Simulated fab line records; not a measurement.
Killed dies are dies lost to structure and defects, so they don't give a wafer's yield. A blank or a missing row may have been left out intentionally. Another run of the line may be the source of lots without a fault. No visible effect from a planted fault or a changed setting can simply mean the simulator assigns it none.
fab line records	flow n5Finfet
record lots=8	wafers=24	lastDay=17
route steps=1938 shown BEOL_M0_SAQP@640 BEOL_M4@1111 PASSIVATION@1936
lots untouched by any fault: they come from a run of this same line in which no faults occurred
startH: start of the lot's first displayed wafer, in hours after the record's first day	waitH: hours since the lot's step before	" repeats the value in the row above	L1.1+2: a row that stands for several wafers	- no value, or no start given	* or withheld: withheld	< > ~ a bound
route shown NAME@n: a module of which the file shows steps, and the number in the route of the first	usual: the fault-free wafers' mean and standard deviation	same: alike in all rows	chamber/n: place in a boat	sites: the reading at each site	_std_site: their standard deviation	_edge_site: mean of outer sites minus mean of inner sites	radiusMm: how far each site lies from the wafer's centre	mask NAME#n: copy n	behind: the most recent tool/chamber to have shaped the wafer	hold: the reason the lot was held/the length of the hold in hours/how it ended	device: the n, p or np transistor that did not switch	end of line: tests of these same wafers at the route's end	a step given without rows: its recipe and nothing more	killed: dies that structure and defects cost at the first sort, which is not the same as the wafer's yield	map: a wafer's dies, marking killed ones x, the rest . and places with no die _
set.NAME: the setting the step ran with; set.NAME@STEP: the setting that earlier step ran with	model.NAME: the simulator's own value behind a step, which no gauge read
steps of the route over a sample of lots; a table a step, a row a wafer
services: when a tool's chamber went out of use (startH, in hours from the record's first day, below 0 if earlier), for how many hours, and the reason
## steps
# step N5_BEOL_M0_SAQP_HM_DEP_111
# recipe material=SiO2	targetThkA=120	tempC=400	precursor=SiH4/N2O	pressureTorr=0.75	rfW=275	timeS=7.2
# usual heaterPowerW=767/81	showerheadPlenumPTorr=8.14/0.1	showerheadVppV=1030/53
lot.wafer	tool	chamber	startH	waitH	heaterPowerW	showerheadPlenumPTorr	showerheadVppV
L864.3	pecvd-04	0	140.51	0.0	819	8.17	1081
L864.5	"	0	"	"	824	8.16	1076
L864.6	"	2	"	"	753	8.29	1021
L867.2	pecvd-03	1	155.66	0.0	655	8.12	995
L867.4	"	2	"	"	783	8.25	1131
L867.5	"	1	"	"	646	8.14	974
L871.1	pecvd-03	2	181.59	0.0	793	8.22	1110
L871.2	"	0	"	"	812	8.11	973
L871.4	"	0	"	"	806	8.10	952
L873.1	pecvd-03	0	194.41	0.0	788	8.13	955
L873.3	"	2	"	"	733	8.20	1107
L873.4	"	2	"	"	772	8.22	1143
L878.3	pecvd-03	2	228.07	0.0	820	8.22	1120
L878.4	"	1	"	"	726	8.12	1008
L878.5	"	0	"	"	754	8.11	968
L880.2	pecvd-04	0	241.11	0.0	764	8.14	1066
L880.3	"	2	"	"	783	8.28	1021
L880.4	"	0	"	"	745	8.14	1107
L881.1	pecvd-01	0	244.54	0.0	786	8.21	1058
L881.4	"	2	"	"	599	7.92	1041
L881.5	"	0	"	"	795	8.24	1050
L882.2	pecvd-04	1	248.41	0.0	814	8.03	1026
L882.3	"	2	"	"	669	8.29	1003
L882.4	"	2	"	"	677	8.27	1016
# step N5_BEOL_M0_SAQP_DESCUM_19
# recipe chemistry=O2	timeS=7.9	sourcePowerW=50	biasPowerW=20	pressureMtorr=20	rfFrequencyHz=2.712e+07	tempC=40	resist=CAR-ArF	o2FlowSccm=225
# usual biasPowerW=19.99/0.058	drypumpMotorCurrentA=5.8/0.38	oesProductAu=0.79/0.081	rfVppV=242.9/1.2	showerheadPlenumPTorr=2.07/0.057	throttleValvePct=20.43/0.26
lot.wafer	tool	chamber	startH	waitH	biasPowerW	drypumpMotorCurrentA	oesProductAu	rfHoursCounterH	rfVppV	showerheadPlenumPTorr	throttleValvePct
L864.3	rieDiel-01	1	140.92	0.0	19.96	5.4	0.76	152	241.2	1.98	20.10
L864.5	"	3	"	"	20.09	6.2	0.77	-	242.9	2.03	20.45
L864.6	"	1	"	"	20.03	5.4	0.76	-	241.6	1.98	20.10
L867.2	rieDiel-01	2	156.25	0.2	20.03	5.8	0.79	151	242.4	2.11	20.58
L867.4	"	2	"	"	19.93	5.8	0.78	-	243.0	2.11	20.56
L867.5	"	1	"	"	19.94	5.5	0.75	-	243.0	1.98	20.11
L871.1	rieDiel-06	1	182.15	0.0	20.01	5.5	0.74	162	243.6	2.09	20.04
L871.2	"	3	"	"	19.89	5.2	0.73	204	244.9	2.16	20.66
L871.4	"	3	"	"	19.90	5.2	0.72	-	244.6	2.16	20.64
L873.1	rieDiel-06	0	194.95	0.0	20.00	5.7	1.00	0	243.7	2.08	20.63
L873.3	"	3	"	"	19.98	5.2	0.72	208	242.6	2.16	20.65
L873.4	"	1	"	"	19.96	5.5	0.73	166	243.5	2.09	20.07
L878.3	rieDiel-01	3	228.60	0.0	19.98	6.2	0.75	164	240.3	2.02	20.49
L878.4	"	0	"	"	20.03	6.3	0.93	18	241.4	2.05	20.04
L878.5	"	0	"	"	19.99	6.3	0.92	-	243.3	2.05	20.02
L880.2	rieDiel-01	1	241.64	0.0	20.06	5.4	0.73	189	242.9	1.97	20.13
L880.3	"	2	"	"	20.03	5.9	0.76	179	242.0	2.10	20.60
L880.4	"	1	"	"	20.03	5.4	0.73	-	241.7	1.97	20.14
L881.1	rieDiel-02	2	245.11	0.0	20.01	6.0	0.70	186	243.9	2.15	20.61
L881.4	"	2	"	"	20.01	6.0	0.71	-	244.1	2.15	20.59
L881.5	"	3	"	"	19.93	6.3	0.82	-	242.8	2.10	20.43
L882.2	rieDiel-02	1	249.09	0.3	19.99	5.8	0.98	7	242.0	2.04	20.53
L882.3	"	2	"	"	20.07	6.0	0.71	188	243.5	2.15	20.60
L882.4	"	2	"	"	19.98	6.0	0.70	-	244.1	2.15	20.63
# step N5_BEOL_M0_SAQP_HM_OPEN_112
# recipe chemistry=CHF3/O2	target=SiO2	stopOn=a-Si	targetDepthA=120	overEtchFrac=1.25	maskMaterial=SOC	timeS=13.5	pressureMtorr=30	sourceW=650	biasW=170	Ar_flow_sccm=200	CHF3_flow_sccm=50	O2_flow_sccm=5	ionEnergyEv=200	ends=endPoint
# usual drypumpMotorCurrentA=5.8/0.39	oes_f_703_au=0.79/0.074	oesProductAu=0.52/0.049	rfVppV=526/9.8	showerheadPlenumPTorr=2.39/0.055	throttleValvePct=18.85/0.25
# same overEtchFrac=1.25
lot.wafer	tool	chamber	startH	waitH	drypumpMotorCurrentA	oes_f_703_au	oesProductAu	rfHoursCounterH	rfVppV	showerheadPlenumPTorr	throttleValvePct
L864.3	rieDiel-01	1	141.11	0.0	5.4	0.76	0.50	153	508	2.33	18.72
L864.5	"	3	"	"	6.2	0.77	0.51	-	544	2.34	18.79
L864.6	"	1	"	"	5.4	0.76	0.50	-	509	2.33	18.73
L867.2	rieDiel-01	2	156.44	0.0	5.9	0.80	0.50	151	526	2.41	18.85
L867.4	"	2	"	"	5.9	0.80	0.51	-	527	2.41	18.87
L867.5	"	1	"	"	5.4	0.76	0.49	-	509	2.32	18.72
L871.1	rieDiel-06	1	182.34	0.0	5.5	0.74	0.49	163	535	2.39	18.34
L871.2	"	3	"	"	5.2	0.74	0.48	204	519	2.50	19.13
L871.4	"	3	"	"	5.2	0.74	0.48	-	517	2.50	19.12
L873.1	rieDiel-06	0	195.14	0.0	5.7	0.98	0.64	0	520	2.39	18.94
L873.3	"	3	"	"	5.2	0.73	0.47	208	515	2.49	19.13
L873.4	"	1	"	"	5.5	0.73	0.49	167	537	2.38	18.35
L878.3	rieDiel-01	3	228.80	0.0	6.2	0.74	0.49	164	543	2.32	18.84
L878.4	"	0	"	"	6.3	0.93	0.61	18	522	2.36	18.42
L878.5	"	0	"	"	6.3	0.93	0.75	-	523	2.36	18.45
L880.2	rieDiel-01	1	241.83	0.0	5.4	0.73	0.47	189	509	2.31	18.79
L880.3	"	2	"	"	5.9	0.78	0.50	179	525	2.40	18.90
L880.4	"	1	"	"	5.4	0.73	0.48	-	507	2.31	18.78
L881.1	rieDiel-02	2	245.30	0.0	6.0	0.71	0.47	186	524	2.47	19.05
L881.4	"	2	"	"	6.0	0.70	0.47	-	524	2.47	19.06
L881.5	"	3	"	"	6.3	0.80	0.53	-	533	2.42	18.87
L882.2	rieDiel-02	1	249.28	0.0	5.8	0.94	0.63	7	524	2.36	19.00
L882.3	"	2	"	"	6.0	0.70	0.46	188	524	2.47	19.07
L882.4	"	2	"	"	6.0	0.70	0.47	-	527	2.47	19.07
# step N5_BEOL_M0_SAQP_STRIP_86
# recipe chemistry=N2/H2	powerW=500	tempC=40	pressureMtorr=50	rfFrequencyHz=6e+07	overashFraction=0.3	biasPowerW=28	h2Frac=0.5	n2FlowSccm=300	h2FlowSccm=300
# usual biasPowerW=28.00/0.08	drypumpMotorCurrentA=5.8/0.42	oesProductAu=0.78/0.075	rfVppV=121.8/1.3	showerheadPlenumPTorr=3.34/0.088	throttleValvePct=19.0/0.44
lot.wafer	tool	chamber	startH	waitH	biasPowerW	drypumpMotorCurrentA	oesProductAu	rfHoursCounterH	rfVppV	showerheadPlenumPTorr	throttleValvePct
L864.3	rieDiel-01	3	141.29	0.1	28.00	6.2	0.77	133	122.0	3.23	18.6
L864.5	"	3	"	"	27.95	6.2	0.78	-	121.5	3.23	18.6
L864.6	"	1	"	"	27.87	5.4	0.76	-	120.8	3.21	18.3
L867.2	rieDiel-01	2	156.79	0.2	28.06	5.9	0.78	151	121.1	3.38	19.6
L867.4	"	2	"	"	27.83	5.9	0.79	-	121.6	3.38	19.7
L867.5	"	3	"	"	27.95	6.2	0.78	-	120.7	3.23	18.6
L871.1	rieDiel-06	1	182.52	0.1	27.97	5.5	0.74	163	122.3	3.36	18.3
L871.2	"	2	"	"	28.04	6.3	0.72	190	118.9	3.32	19.2
L871.4	"	1	"	"	28.12	5.5	0.75	-	121.0	3.36	18.3
L873.1	rieDiel-02	0	195.32	0.1	28.01	5.1	0.86	50	122.9	3.27	18.8
L873.3	"	1	"	"	27.88	5.8	0.68	246	123.2	3.31	19.8
L873.4	"	2	"	"	28.02	6.1	0.72	168	123.4	3.48	19.0
L878.3	rieDiel-02	0	229.10	0.2	28.22	5.0	0.84	63	121.9	3.26	18.8
L878.4	"	3	"	"	27.95	6.3	0.83	89	123.4	3.39	19.3
L878.5	"	3	"	"	27.94	6.3	0.83	-	123.7	3.39	19.3
L880.2	rieDiel-06	0	242.01	0.1	28.01	5.7	0.91	13	121.8	3.28	18.6
L880.3	"	3	"	"	27.97	5.2	0.71	221	123.8	3.46	19.2
L880.4	"	2	"	"	28.00	6.2	0.71	208	123.1	3.31	19.2
L881.1	rieDiel-06	0	245.48	0.1	28.08	5.6	0.91	14	121.0	3.28	18.6
L881.4	"	1	"	"	27.96	5.5	0.73	182	119.9	3.35	18.4
L881.5	"	3	"	"	28.00	5.2	0.72	-	122.8	3.46	19.2
L882.2	rieDiel-02	2	249.59	0.2	27.95	6.0	0.71	188	120.2	3.46	19.1
L882.3	"	3	"	"	28.04	6.3	0.81	96	121.3	3.38	19.3
L882.4	"	1	"	"	27.99	5.8	1.00	-	121.2	3.30	19.4
# step N5_BEOL_M0_SAQP_SPACER1_ALD_98
# recipe material=SiO2	targetThkA=128	tempC=300	aldPrecursorFamily=BDEAS	aldCoReactant=O2-plasma	pulseTimeS=1	purgeTimeS=2	coReactantPurgeTimeS=2	aldCycles=138	pressureTorr=2
# usual heaterPowerW=474/37	precursorPulseHeightRel=0.997/0.021
lot.wafer	tool	chamber	startH	waitH	heaterPowerW	precursorPulseHeightRel
L864.3	aldSin-01	1	141.91	0.2	510	0.977
L864.5	"	3	"	"	502	1.041
L864.6	"	2	"	"	414	0.989
L867.2	aldSin-01	3	157.32	0.3	521	0.998
L867.4	"	2	"	"	411	1.000
L867.5	"	2	"	"	401	1.003
L871.1	aldSin-03	1	184.84	2.1	443	1.025
L871.2	"	0	"	"	371	1.009
L871.4	"	2	"	"	486	1.010
L873.1	aldSin-04	0	195.84	0.3	469	1.005
L873.3	"	2	"	"	461	0.990
L873.4	"	0	"	"	462	0.982
L878.3	aldSin-01	1	229.61	0.1	515	0.967
L878.4	"	0	"	"	513	0.968
L878.5	"	1	"	"	511	1.008
L880.2	aldSin-01	0	242.53	0.3	499	1.040
L880.3	"	3	"	"	503	1.001
L880.4	"	2	"	"	409	1.020
L881.1	aldSin-04	0	245.99	0.3	453	1.038
L881.4	"	3	"	"	434	0.991
L881.5	"	0	"	"	483	1.002
L882.2	aldSin-03	1	251.02	1.2	441	0.982
L882.3	"	3	"	"	500	1.028
L882.4	"	0	"	"	393	1.013
# step N5_BEOL_M4_RC_MEAS_101
# usual DIBL_N=35.3/1.5	DIBL_P=35.3/1.9	IOFF_N=0.145/0.027	IOFF_P=0.20/0.033	ION_N=670/12	ION_P=462/6.8	SS_N=71.3/0.6	SS_P=73.1/0.7	VT_N=251/3.4	VT_P=-251/3.2
lot.wafer	tool	chamber	startH	waitH	DIBL_N[mV/V]	DIBL_P[mV/V]	IOFF_N[nA/um]	IOFF_P[nA/um]	ION_N[uA/um]	ION_P[uA/um]	SS_N[mV/dec]	SS_P[mV/dec]	VT_N[mV]	VT_P[mV]
L864.3	prober-01	0	204.08	0.3	36.7	36.6	0.162	0.24	669	464	71.9	73.4	251	-247
L864.5	"	0	"	"	35.3	35.2	0.133	0.22	664	466	71.6	73.0	251	-249
L864.6	"	0	"	"	36.8	37.3	0.160	0.25	679	467	72.0	73.3	248	-245
L867.2	prober-01	0	223.90	0.2	33.5	32.2	0.094	0.16	647	456	71.0	72.5	258	-253
L867.4	"	0	"	"	35.2	35.0	0.133	0.20	670	468	70.8	73.1	251	-251
L867.5	"	0	"	"	35.6	34.7	0.128	0.20	664	464	70.7	72.9	252	-253
L871.1	prober-02	0	253.58	0.0	38.1	38.5	0.190	0.24	674	465	71.6	74.1	246	-246
L871.2	"	0	"	"	34.4	35.4	0.132	0.20	662	463	70.5	73.4	251	-251
L871.4	"	0	"	"	34.9	35.4	0.134	0.20	651	452	72.0	72.8	250	-250
L873.1	prober-01	0	259.88	0.0	36.2	36.4	0.143	0.19	669	458	71.5	73.0	250	-252
L873.3	"	0	"	"	34.2	35.0	0.112	0.17	657	459	71.6	72.5	255	-251
L873.4	"	0	"	"	35.7	36.0	0.139	0.19	677	465	70.9	73.7	251	-252
L878.3	prober-01	0	302.49	0.3	35.4	36.6	0.162	0.20	679	462	71.3	73.0	248	-253
L878.4	"	0	"	"	35.7	36.8	0.163	0.20	680	464	70.8	73.5	248	-254
L878.5	"	0	"	"	33.4	34.4	0.128	0.16	675	462	69.8	72.7	250	-256
L880.2	prober-01	0	304.26	0.2	36.1	34.9	0.148	0.18	668	454	71.4	73.0	251	-255
L880.3	"	0	"	"	36.3	35.3	0.159	0.19	676	462	71.4	73.0	248	-253
L880.4	"	0	"	"	35.4	35.1	0.150	0.19	662	461	71.5	73.4	247	-252
L881.1	prober-02	0	307.25	0.0	36.9	37.1	0.151	0.21	667	460	71.1	73.5	248	-249
L881.4	"	0	"	"	35.1	34.1	0.120	0.18	663	465	71.8	72.4	254	-250
L881.5	"	0	"	"	37.1	36.7	0.148	0.22	658	456	71.5	73.8	250	-248
L882.2	prober-01	0	311.05	0.2	36.4	36.2	0.156	0.21	663	459	71.5	73.0	250	-249
L882.3	"	0	"	"	35.1	34.7	0.147	0.19	675	458	70.4	72.8	249	-250
L882.4	"	0	"	"	34.8	33.9	0.126	0.17	657	457	70.7	72.9	252	-255
# step N5_PASSIVATION_PROBE_49
# usual defectLimitedYield=91.2/1.5	killed_at_M0_to_M3=34/11	killed_at_M4_up=14/5.4	killedAtContacts=12/5.9	killedAtFrontEnd=40/12	killedAtOther=4/3.3	killedDies=103/18	killedOpen=68/13	killedShort=34/7.5	sort_bin_5_function=5.1/1	sort_bin_6_memory=3.3/0.7	sortNPass=1076/18	sortYieldPct=91.2/1.5
# same grossDies=1180	killedAtBackSide=0	sort_bin_4_leakage[%]=0	sort_bin_8_speed[%]=0
lot.wafer	tool	chamber	startH	waitH	defectLimitedYield[%]	killed_at_M0_to_M3	killed_at_M4_up	killedAtContacts	killedAtFrontEnd	killedAtOther	killedDies	killedOpen	killedShort	sort_bin_5_function[%]	sort_bin_6_memory[%]	sortNPass	sortYieldPct[%]
L864.3	prober-02	-	311.13	0.1	90.3	44	20	15	31	4	114	83	31	5.6	3.9	1066	90.3
L864.5	prober-02	-	311.23	0.2	88.6	45	18	9	52	10	134	80	54	6.7	4.1	1046	88.6
L864.6	prober-02	-	311.28	0.3	92.5	32	10	7	39	0	88	57	29	4.7	2.3	1092	92.5
L867.2	prober-01	-	334.26	0.1	92.2	32	15	2	41	2	92	57	34	4.7	2.8	1088	92.2
L867.4	prober-01	-	334.36	0.2	91.4	19	14	9	57	3	102	64	37	4.6	3.8	1078	91.4
L867.5	prober-01	-	334.41	0.2	92.2	17	21	12	41	1	92	63	29	5.1	2.5	1088	92.2
L873.1	prober-02	-	357.50	0.0	90.1	34	28	12	42	1	117	88	29	6.5	3.1	1063	90.1
L873.3	prober-02	-	357.60	0.1	92.1	23	26	8	35	1	93	62	29	4.4	2.8	1087	92.1
L873.4	prober-02	-	357.65	0.2	91.4	40	17	8	35	1	101	72	28	5.0	3.4	1079	91.4
L871.1	prober-01	-	359.48	0.0	92.0	27	21	4	41	1	94	66	28	5.0	2.6	1086	92.0
L871.2	prober-01	-	359.53	0.1	92.5	31	12	9	36	1	89	51	36	4.1	2.9	1091	92.5
L871.4	prober-01	-	359.63	0.2	90.8	26	28	10	42	3	109	75	33	5.3	3.6	1071	90.8
L881.1	prober-01	-	414.44	0.0	90.4	41	9	6	50	7	113	65	46	5.7	3.4	1067	90.4
L881.4	prober-01	-	414.59	0.2	92.2	37	14	4	34	3	92	57	32	4.6	2.8	1088	92.2
L881.5	prober-01	-	414.64	0.2	93.1	33	8	4	34	2	81	50	31	4.0	2.6	1099	93.1
L878.3	prober-01	-	414.84	0.1	91.8	24	21	10	34	8	97	65	32	4.2	3.4	1083	91.8
L878.4	prober-01	-	414.89	0.2	92.6	30	15	6	33	3	87	54	33	4.5	2.8	1093	92.6
L878.5	prober-01	-	414.94	0.2	94.2	16	18	10	20	4	68	44	23	3.2	2.3	1112	94.2
L882.2	prober-01	-	416.38	0.1	91.8	39	19	8	30	1	97	60	37	4.7	3.6	1083	91.8
L882.3	prober-01	-	416.43	0.1	90.3	52	16	15	30	1	114	77	37	5.7	3.8	1066	90.3
L882.4	prober-01	-	416.48	0.2	89.5	48	15	19	40	2	124	85	39	6.4	3.9	1056	89.5
L880.2	prober-01	-	416.68	0.4	91.7	40	19	8	29	2	98	74	24	4.4	3.6	1082	91.7
L880.3	prober-01	-	416.73	0.4	92.3	44	1	8	37	1	91	59	32	4.6	3.0	1089	92.3
L880.4	prober-01	-	416.78	0.5	90.6	36	8	9	49	9	111	78	33	6.0	3.2	1069	90.6
# killed by level:class
L864.3 MOL_CONTACT_COAG:geometricParticle:open=15 FIN_SAQP:geometricParticle:open=12 BEOL_M0_SAQP:geometricParticle:short=10 BEOL_M0_SAQP:geometricParticle:open=10 BEOL_M3:geometricParticle:open=10 BEOL_M4:geometricParticle:open=9 STI_FIN_REVEAL:geometricParticle:open=8 BEOL_M3:geometricParticle:short=7
L864.5 FIN_SAQP:geometricParticle:open=23 FIN_SAQP:geometricParticle:short=13 BEOL_M0_SAQP:geometricParticle:short=13 BEOL_M0_SAQP:geometricParticle:open=10 BEOL_M4:geometricParticle:open=9 MOL_CONTACT_COAG:geometricParticle:open=8 BEOL_M3:geometricParticle:open=6 DUMMY_GATE:geometricParticle:open=5
L864.6 FIN_SAQP:geometricParticle:open=7 BEOL_M0_SAQP:geometricParticle:open=7 BEOL_M2:geometricParticle:open=7 GATE_CUT:geometricParticle:short=6 MOL_CONTACT_COAG:geometricParticle:open=6 BEOL_M0_SAQP:geometricParticle:short=6 FIN_SAQP:geometricParticle:short=5 STI_FIN_REVEAL:geometricParticle:open=5
L867.2 FIN_SAQP:geometricParticle:open=10 BEOL_M0_SAQP:geometricParticle:open=10 FIN_SAQP:geometricParticle:short=9 BEOL_M0_SAQP:geometricParticle:short=9 BEOL_M4:geometricParticle:open=5 STARTING-WAFER:geometricParticle:open=5 STI_FIN_REVEAL:geometricParticle:open=4 GATE_CUT:geometricParticle:short=4
L867.4 FIN_SAQP:geometricParticle:short=19 FIN_SAQP:geometricParticle:open=17 BEOL_M4:geometricParticle:open=7 MOL_CONTACT_COAG:geometricParticle:open=6 STI_FIN_REVEAL:geometricParticle:open=6 BEOL_M0_SAQP:geometricParticle:open=6 BEOL_M1:geometricParticle:open=4 DUMMY_GATE:geometricParticle:open=3
L867.5 MOL_CONTACT_COAG:geometricParticle:open=11 FIN_SAQP:geometricParticle:open=10 GATE_CUT:geometricParticle:open=6 GATE_CUT:geometricParticle:short=6 BEOL_M0_SAQP:geometricParticle:open=6 BEOL_M4:geometricParticle:open=6 BEOL_M0_SAQP:geometricParticle:short=4 BEOL_M6:geometricParticle:open=4
L873.1 STI_FIN_REVEAL:geometricParticle:open=14 BEOL_M4:geometricParticle:open=13 MOL_CONTACT_COAG:geometricParticle:open=11 BEOL_M1:geometricParticle:open=10 BEOL_M0_SAQP:geometricParticle:open=8 BEOL_M0_SAQP:geometricParticle:short=5 BEOL_M2:geometricParticle:open=5 BEOL_M4:geometricParticle:short=5
L873.3 BEOL_M4:geometricParticle:open=13 STI_FIN_REVEAL:geometricParticle:open=8 MOL_CONTACT_COAG:geometricParticle:open=7 BEOL_M0_SAQP:geometricParticle:short=7 BEOL_M4:geometricParticle:short=7 BEOL_M3:geometricParticle:open=6 FIN_SAQP:geometricParticle:open=4 GATE_CUT:geometricParticle:short=4
L873.4 BEOL_M1:geometricParticle:open=10 STI_FIN_REVEAL:geometricParticle:open=9 BEOL_M2:geometricParticle:open=8 BEOL_M0_SAQP:geometricParticle:open=7 BEOL_M3:geometricParticle:open=7 BEOL_M4:geometricParticle:open=7 BEOL_M0_SAQP:geometricParticle:short=6 ILD0:geometricParticle:open=5
L871.1 BEOL_M4:geometricParticle:open=11 FIN_SAQP:geometricParticle:open=10 FIN_SAQP:geometricParticle:short=7 BEOL_M0_SAQP:geometricParticle:open=6 BEOL_M2:geometricParticle:open=6 STI_FIN_REVEAL:geometricParticle:open=5 BEOL_M3:geometricParticle:open=5 BEOL_M0_SAQP:geometricParticle:short=4
L871.2 BEOL_M0_SAQP:geometricParticle:short=11 BEOL_M0_SAQP:geometricParticle:open=10 ILD0:geometricParticle:short=8 MOL_CONTACT_COAG:geometricParticle:open=8 FIN_SAQP:geometricParticle:open=5 FIN_SAQP:geometricParticle:short=5 STI_FIN_REVEAL:geometricParticle:open=4 BEOL_M3:geometricParticle:open=4
L871.4 BEOL_M4:geometricParticle:open=17 FIN_SAQP:geometricParticle:short=16 FIN_SAQP:geometricParticle:open=14 MOL_CONTACT_COAG:geometricParticle:open=10 BEOL_M0_SAQP:geometricParticle:open=7 BEOL_M0:geometricParticle:open=6 ILD0:geometricParticle:short=4 BEOL_M0_SAQP:geometricParticle:short=4
L881.1 BEOL_M0_SAQP:geometricParticle:short=16 FIN_SAQP:geometricParticle:short=13 STI_FIN_REVEAL:geometricParticle:open=13 BEOL_M0_SAQP:geometricParticle:open=9 FIN_SAQP:geometricParticle:open=8 BEOL_M1:geometricParticle:open=7 BEOL_M3:geometricParticle:open=5 STI_FIN_REVEAL:geometricParticle:short=4
L881.4 BEOL_M1:geometricParticle:open=13 FIN_SAQP:geometricParticle:short=9 BEOL_M3:geometricParticle:open=9 BEOL_M4:geometricParticle:open=7 STI_FIN_REVEAL:geometricParticle:open=6 GATE_CUT:geometricParticle:short=5 BEOL_M0_SAQP:geometricParticle:open=5 FIN_SAQP:geometricParticle:open=4
L881.5 BEOL_M0_SAQP:geometricParticle:open=10 FIN_SAQP:geometricParticle:short=7 FIN_SAQP:geometricParticle:open=6 BEOL_M2:geometricParticle:open=6 BEOL_M0_SAQP:geometricParticle:short=5 BEOL_M1:geometricParticle:open=5 MOL_CONTACT_COAG:geometricParticle:open=4 STI_FIN_REVEAL:geometricParticle:open=3
L878.3 MOL_CONTACT_COAG:geometricParticle:open=10 BEOL_M1:geometricParticle:open=8 STI_FIN_REVEAL:geometricParticle:open=7 BEOL_M0_SAQP:geometricParticle:open=7 BEOL_M4:geometricParticle:open=5 PASS1_CAP:geometricParticle:open=5 DUMMY_GATE:geometricParticle:open=4 DUMMY_GATE:geometricParticle:short=4
L878.4 BEOL_M1:geometricParticle:open=9 BEOL_M0_SAQP:geometricParticle:open=8 BEOL_M0_SAQP:geometricParticle:short=8 FIN_SAQP:geometricParticle:short=7 MOL_CONTACT_COAG:geometricParticle:open=6 FIN_SAQP:geometricParticle:open=5 STARTING-WAFER:geometricParticle:short=5 BEOL_M7:geometricParticle:open=4
L878.5 MOL_CONTACT_COAG:geometricParticle:open=8 BEOL_M0_SAQP:geometricParticle:short=6 DUMMY_GATE:geometricParticle:open=5 BEOL_M4:geometricParticle:open=5 GATE_CUT:geometricParticle:open=3 BEOL_M0:geometricParticle:open=3 BEOL_M2:geometricParticle:open=3 BEOL_M5:geometricParticle:open=3
L882.2 STI_FIN_REVEAL:geometricParticle:open=10 BEOL_M0_SAQP:geometricParticle:short=10 BEOL_M0_SAQP:geometricParticle:open=9 BEOL_M1:geometricParticle:open=8 BEOL_M4:geometricParticle:short=7 FIN_SAQP:geometricParticle:short=5 MOL_CONTACT_COAG:geometricParticle:open=5 BEOL_M0:geometricParticle:open=5
L882.3 BEOL_M0_SAQP:geometricParticle:short=14 MOL_CONTACT_COAG:geometricParticle:open=13 BEOL_M2:geometricParticle:open=10 STI_FIN_REVEAL:geometricParticle:open=8 BEOL_M3:geometricParticle:open=8 BEOL_M0_SAQP:geometricParticle:open=7 BEOL_M0:geometricParticle:short=5 BEOL_M1:geometricParticle:open=5
L882.4 MOL_CONTACT_COAG:geometricParticle:open=16 FIN_SAQP:geometricParticle:open=12 FIN_SAQP:geometricParticle:short=10 BEOL_M0_SAQP:geometricParticle:short=9 BEOL_M0_SAQP:geometricParticle:open=8 BEOL_M2:geometricParticle:open=8 BEOL_M3:geometricParticle:open=8 BEOL_M4:geometricParticle:open=8
L880.2 BEOL_M0_SAQP:geometricParticle:open=10 BEOL_M0_SAQP:geometricParticle:short=9 FIN_SAQP:geometricParticle:open=8 MOL_CONTACT_COAG:geometricParticle:open=8 STI_FIN_REVEAL:geometricParticle:open=7 BEOL_M3:geometricParticle:open=7 BEOL_M5:geometricParticle:open=6 DUMMY_GATE:geometricParticle:open=5
L880.3 STI_FIN_REVEAL:geometricParticle:open=9 BEOL_M2:geometricParticle:open=9 MOL_CONTACT_COAG:geometricParticle:open=8 BEOL_M0_SAQP:geometricParticle:short=8 BEOL_M3:geometricParticle:open=7 FIN_SAQP:geometricParticle:short=6 BEOL_M0:geometricParticle:open=6 BEOL_M3:geometricParticle:short=5
L880.4 BEOL_M2:geometricParticle:open=17 FIN_SAQP:geometricParticle:open=8 STI_FIN_REVEAL:geometricParticle:open=8 MOL_CONTACT_COAG:geometricParticle:open=7 FIN_SAQP:geometricParticle:short=6 GATE_CUT:geometricParticle:open=6 BEOL_M3:geometricParticle:open=6 BEOL_M0_SAQP:geometricParticle:open=5
## services
tool	chamber	startH	hours	kind
rieDiel-01	0	117.13	8.1	repair
rieDiel-02	1	122.10	29.3	repair
rieDiel-01	0	125.25	-	clean
rieDiel-01	0	125.25	-	consumableReplace:focusRing
rieDiel-01	0	125.25	36.8	scheduledDown
rieDiel-01	0	125.25	36.8	ventCycle
rieDiel-06	3	134.11	4.1	repair
aldSin-04	3	164.23	72.6	repair
aldSin-01	2	169.33	3.1	repair
rieDiel-06	0	170.31	-	clean
rieDiel-06	0	170.31	-	consumableReplace:focusRing
rieDiel-06	0	170.31	24.4	scheduledDown
aldSin-04	0	176.52	6.5	repair
aldSin-04	-	176.75	14.0	pm
aldSin-03	0	176.91	4.8	repair
rieDiel-06	-	176.96	1.2	repair
pecvd-04	-	197.04	6.0	pm
rieDiel-06	2	204.70	3.3	repair
aldSin-04	0	205.22	2.2	repair
aldSin-03	3	223.98	16.6	repair
aldSin-04	0	232.86	4.4	repair
pecvd-01	1	235.83	46.6	repair
rieDiel-02	0	242.88	8.6	repair
rieDiel-06	-	246.07	0.3	repair
## key
firstSign step=N5_BEOL_M0_SAQP_HM_OPEN_112	reading=oesProductAu	direction=up	sigmas=4.6	usual=0.52	struck=0.75
effect none on later readings
metAt N5_BEOL_M0_SAQP_HM_DEP_111
struckLots L878
struckWafers L878.5
notActingAt N5_BEOL_M0_SAQP_DESCUM_19,N5_BEOL_M0_SAQP_STRIP_86,N5_BEOL_M0_SAQP_SPACER1_ALD_98
onsetBetween 194.41 228.07
fault kind=processParameterDrift	tool=pecvd-03	chamber=-	onsetH=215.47	steps=N5_BEOL_M0_SAQP_HM_DEP_111	channel=timeS	offset=*	shape=step	endH=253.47	scope=struckWafersOnly	actsIn=*	stated=*
